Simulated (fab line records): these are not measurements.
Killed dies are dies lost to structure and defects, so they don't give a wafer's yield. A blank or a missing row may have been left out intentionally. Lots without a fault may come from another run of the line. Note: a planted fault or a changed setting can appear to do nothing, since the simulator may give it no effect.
Which tool is to blame? + flow n5_finfet + Sampling: 9 lots, 27 wafers, 9 of 1938 route steps

## WHAT THE GAUGES SHOWED, per wafer
N5_STI_FIN_REVEAL_CD_MEAS_22: target cd 6.238 nm, pitch 28 nm.
| lot  | measured    | on        | cd_nm (nm)  |
|------|-------------|-----------|-------------|
| L524 | day 3 01:11 | cd_sem-02 | 5.9 6.6 6.5 |
| L525 | day 3 09:59 | cd_sem-03 | 6.9 6.3 6.8 |
| L526 | day 3 17:37 | cd_sem-02 | 6.4 6.2 6.0 |
| L527 | day 3 21:44 | cd_sem-02 | 6.6 6.3 6.4 |
| L529 | day 4 14:17 | cd_sem-02 | 6.6 5.9 6.3 |
| L531 | day 4 18:51 | cd_sem-02 | 6.5 6.1 6.6 |
| L537 | day 6 06:14 | cd_sem-02 | 5.6 6.8 6.8 |
| L540 | day 7 00:31 | cd_sem-03 | 6.3 6.3 6.3 |
| L542 | day 7 17:33 | cd_sem-02 | 6.5 6.1 6.0 |

N5_STI_FIN_REVEAL_INSPECT_13: inspects for defects (darkfield).
| lot  | measured    | on                | raw_defect_count |
|------|-------------|-------------------|------------------|
| L524 | day 3 01:19 | defect_inspect-01 | 22 9 16          |
| L525 | day 3 10:32 | defect_inspect-02 | 19 22 22         |
| L526 | day 3 17:44 | defect_inspect-02 | 12 8 8           |
| L527 | day 3 21:52 | defect_inspect-02 | 14 13 17         |
| L529 | day 4 14:26 | defect_inspect-01 | 9 12 9           |
| L531 | day 4 18:58 | defect_inspect-01 | 15 8 8           |
| L537 | day 6 06:22 | defect_inspect-02 | 13 15 11         |
| L540 | day 7 00:38 | defect_inspect-02 | 20 15 11         |
| L542 | day 7 17:42 | defect_inspect-01 | 2 11 18          |

N5_DUMMY_GATE_INSPECT_27: inspects for defects (brightfield).
| lot  | measured    | on                | raw_defect_count |
|------|-------------|-------------------|------------------|
| L524 | day 3 12:46 | defect_inspect-01 | 246 196 209      |
| L525 | day 3 20:25 | defect_inspect-01 | 240 211 211      |
| L526 | day 4 03:58 | defect_inspect-02 | 408 562 381      |
| L527 | day 4 10:44 | defect_inspect-02 | 901 220 236      |
| L529 | day 5 04:14 | defect_inspect-02 | 287 246 154      |
| L531 | day 5 07:58 | defect_inspect-01 | 224 285 248      |
| L537 | day 6 16:14 | defect_inspect-01 | 257 405 227      |
| L540 | day 7 12:15 | defect_inspect-02 | 363 356 308      |
| L542 | day 8 04:05 | defect_inspect-02 | 311 345 335      |

N5_SPACER0_INSPECT_04: inspects for defects (darkfield).
| lot  | measured    | on                | raw_defect_count |
|------|-------------|-------------------|------------------|
| L524 | day 3 13:22 | defect_inspect-02 | 142 139 114      |
| L525 | day 3 21:56 | defect_inspect-01 | 113 115 87       |
| L526 | day 4 05:38 | defect_inspect-02 | 155 202 156      |
| L527 | day 4 11:20 | defect_inspect-02 | 767 100 107      |
| L529 | day 5 04:50 | defect_inspect-02 | 108 97 78        |
| L531 | day 5 08:35 | defect_inspect-01 | 102 118 100      |
| L537 | day 6 17:11 | defect_inspect-01 | 119 199 87       |
| L540 | day 7 13:22 | defect_inspect-01 | 141 128 115      |
| L542 | day 8 04:41 | defect_inspect-01 | 119 134 142      |

N5_SD_EPI_N_INSPECT_11: inspects for defects (macro).
| lot  | measured    | on                | raw_defect_count |
|------|-------------|-------------------|------------------|
| L524 | day 3 13:49 | defect_inspect-01 | 1 1 3            |
| L525 | day 3 22:23 | defect_inspect-02 | 2 3 4            |
| L526 | day 4 06:05 | defect_inspect-02 | 0 2 2            |
| L527 | day 4 11:47 | defect_inspect-02 | >300 3 1         |
| L529 | day 5 05:10 | defect_inspect-01 | 2 0 0            |
| L531 | day 5 09:02 | defect_inspect-01 | 1 3 4            |
| L537 | day 6 17:38 | defect_inspect-02 | 1 1 5            |
| L540 | day 7 13:49 | defect_inspect-01 | 4 1 1            |
| L542 | day 8 05:09 | defect_inspect-01 | 2 2 2            |

N5_SD_EPI_N_INSPECT_26: inspects for defects (darkfield).
| lot  | measured    | on                | raw_defect_count |
|------|-------------|-------------------|------------------|
| L524 | day 3 18:09 | defect_inspect-01 | 197 186 175      |
| L525 | day 4 02:26 | defect_inspect-01 | 257 224 188      |
| L526 | day 4 10:10 | defect_inspect-02 | 214 277 217      |
| L527 | day 4 16:14 | defect_inspect-01 | 785 139 131      |
| L529 | day 5 09:14 | defect_inspect-02 | 207 182 136      |
| L531 | day 5 13:01 | defect_inspect-02 | 168 184 188      |
| L537 | day 6 22:23 | defect_inspect-01 | 185 254 146      |
| L540 | day 7 18:04 | defect_inspect-02 | 223 196 228      |
| L542 | day 8 09:54 | defect_inspect-01 | 169 172 188      |

N5_BEOL_M4_RC_MEAS_101.
| lot  | measured     | on        | DIBL_N (mV/V)  | DIBL_P (mV/V) | IOFF_N (nA/um) | IOFF_P (nA/um) | ION_N (uA/um) | ION_P (uA/um) | SS_N (mV/dec)  | SS_P (mV/dec)  | VT_N (mV)   | VT_P (mV)      |
|------|--------------|-----------|----------------|---------------|----------------|----------------|---------------|---------------|----------------|----------------|-------------|----------------|
| L524 | day 11 05:18 | prober-02 | 36.0 36.3 36.3 | 34 36 35      | 0.14 0.17 0.15 | 0.20 0.24 0.24 | 676 692 691   | 465 472 474   | 71.2 71.6 71.2 | 72.9 73.4 72.7 | 248 244 249 | -250 -246 -248 |
| L525 | day 11 17:44 | prober-01 | 37.3 36.6 36.6 | 39 36 38      | 0.21 0.16 0.18 | 0.29 0.23 0.29 | 708 683 682   | 478 467 476   | 71.3 72.1 70.9 | 74.5 73.8 74.0 | 242 248 243 | -242 -246 -243 |
| L526 | day 12 18:28 | prober-02 | 40.6 38.6 39.5 | 39 38 37      | 0.20 0.19 0.19 | 0.30 0.30 0.26 | 661 674 692   | 466 477 475   | 73.0 71.6 71.4 | 74.1 74.0 73.9 | 248 247 248 | -244 -243 -247 |
| L527 | day 12 09:07 | prober-02 | 34.7 33.9 34.8 | 34 33 35      | 0.13 0.12 0.13 | 0.22 0.19 0.23 | 659 661 674   | 464 461 475   | 71.6 71.3 71.1 | 73.4 72.3 72.6 | 251 253 255 | -247 -251 -246 |
| L529 | day 12 01:53 | prober-02 | 37.1 38.0 34.7 | 39 41 37      | 0.18 0.21 0.14 | 0.24 0.29 0.21 | 674 686 667   | 463 476 463   | 72.0 71.8 70.5 | 74.2 74.3 73.3 | 250 249 252 | -248 -247 -247 |
| L531 | day 12 19:27 | prober-01 | 39.6 37.3 39.5 | 41 38 40      | 0.20 0.16 0.21 | 0.31 0.21 0.27 | 679 690 693   | 463 469 471   | 72.1 71.5 72.2 | 75.1 73.7 73.5 | 250 252 245 | -246 -249 -247 |
| L537 | day 14 05:19 | prober-01 | 34.6 38.4 40.5 | 36 38 41      | 0.12 0.18 0.23 | 0.22 0.24 0.32 | 669 671 693   | 471 469 476   | 71.3 71.9 72.6 | 73.4 73.8 74.8 | 256 250 246 | -249 -248 -243 |
| L540 | day 15 15:47 | prober-01 | 32.3 36.0 32.8 | 34 38 34      | 0.11 0.17 0.12 | 0.17 0.25 0.18 | 661 662 671   | 452 461 469   | 70.5 72.2 70.6 | 71.0 74.0 71.9 | 253 247 254 | -252 -248 -252 |
| L542 | day 15 15:13 | prober-02 | 38.0 33.1 35.1 | 38 34 35      | 0.18 0.10 0.13 | 0.25 0.17 0.18 | 675 655 666   | 464 458 455   | 72.1 70.9 71.4 | 73.6 73.0 73.5 | 250 258 253 | -248 -255 -253 |

## TOOL THAT RAN EACH LOT (tool first, then ch and the chambers of the sampled wafers, then the start)
| lot  | N5_DUMMY_GATE_ETCH_32           | N5_DUMMY_GATE_PRECLEAN_51          |
|------|---------------------------------|------------------------------------|
| L524 | rie_si-03 ch 1,2, day 3 12:11   | wet_bench-04 ch 0,2,4, day 3 12:41 |
| L525 | rie_si-06 ch 0,3, day 3 19:56   | wet_bench-03 ch 0,1,2, day 3 20:20 |
| L526 | rie_si-05 ch 0,2,3, day 4 03:27 | wet_bench-04 ch 4,5,6, day 4 03:53 |
| L527 | rie_si-03 ch 0,2,3, day 4 10:14 | wet_bench-04 ch 2,5,7, day 4 10:38 |
| L529 | rie_si-06 ch 0,1,2, day 5 03:40 | wet_bench-01 ch 0,3,7, day 5 04:08 |
| L531 | rie_si-03 ch 0,1,3, day 5 07:29 | wet_bench-01 ch 0,1,6, day 5 07:53 |
| L537 | rie_si-03 ch 0,1, day 6 15:45   | wet_bench-03 ch 0,2,3, day 6 16:09 |
| L540 | rie_si-05 ch 0,3, day 7 11:46   | wet_bench-03 ch 1,5,6, day 7 12:10 |
| L542 | rie_si-03 ch 0,2,3, day 8 03:37 | wet_bench-01 ch 2,4,5, day 8 04:00 |
- N5_DUMMY_GATE_ETCH_32: etches SiO2 in CF4, target depth 3.5 nm, time 3.9 s.
- N5_DUMMY_GATE_PRECLEAN_51: cleans in SC2, time 45 s.

## AS READ BY THE TOOLS THEMSELVES (means over the sampled wafers that have a number; for cases with no such wafer, the mark the record gives instead)
N5_DUMMY_GATE_ETCH_32.
| lot  | tool      | drypump_motor_current_A (A) | oes_product_au (a.u.) | throttle_valve_pct (%) |
|------|-----------|-----------------------------|-----------------------|------------------------|
| L524 | rie_si-03 | 6.2                         | 1.019                 | 21.72                  |
| L525 | rie_si-06 | 6.0                         | 1.037                 | 21.63                  |
| L526 | rie_si-05 | 6.0                         | 1.027                 | 21.58                  |
| L527 | rie_si-03 | 5.3                         | 1.010                 | 21.76                  |
| L529 | rie_si-06 | 5.5                         | 1.027                 | 21.70                  |
| L531 | rie_si-03 | 5.5                         | 1.023                 | 21.78                  |
| L537 | rie_si-03 | 5.5                         | 1.019                 | 21.55                  |
| L540 | rie_si-05 | 5.8                         | 1.010                 | 21.56                  |
| L542 | rie_si-03 | 5.4                         | 1.012                 | 21.75                  |

## THE ANSWER, worked out from the rows above alone
Rule: the usual values come from the lots themselves. Put in order of their means at a reading, lots are off if they are a third of the lots or fewer, leave a main group of 4 or more, and stand apart from it by a gap of 3 or more times the standard deviation of the main group's means; of several such gaps the widest counts. Not used: any main group whose means are identical at the precision the tables above print for the reading. A lot without any number at a reading at which 4 lots or more have one is off too. All remaining lots with rows at the step are treated as sound. Order of review: gauges by route order, followed by the tools' own readings, for which a lot's mean as printed above is used. At the first step where some lot is off, the reading lying furthest off is the one used; lots without a number count as furthest.
Off: L527, at N5_SPACER0_INSPECT_04 (raw_defect_count). Main group: mean 125, sd 22.
If a tool, at a process step before that reading, ran all the lots that are off and no sound lot after the first of them, it fits. The gauges at N5_SPACER0_INSPECT_04 aren't tried: what is off there is off at N5_SD_EPI_N_INSPECT_26 too, on other tools, and a gauge's error can't cause that. One fits: N5_DUMMY_GATE_PRECLEAN_51 on wet_bench-04. Its last sound lot is L526 (day 4 03:53), its first lot that is off L527 (day 4 10:38): a fault that began between those two fits.

## WHAT THE SIMULATOR HAD INSERTED
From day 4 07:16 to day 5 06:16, wet_bench-04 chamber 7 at N5_DUMMY_GATE_PRECLEAN_51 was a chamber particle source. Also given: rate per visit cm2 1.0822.
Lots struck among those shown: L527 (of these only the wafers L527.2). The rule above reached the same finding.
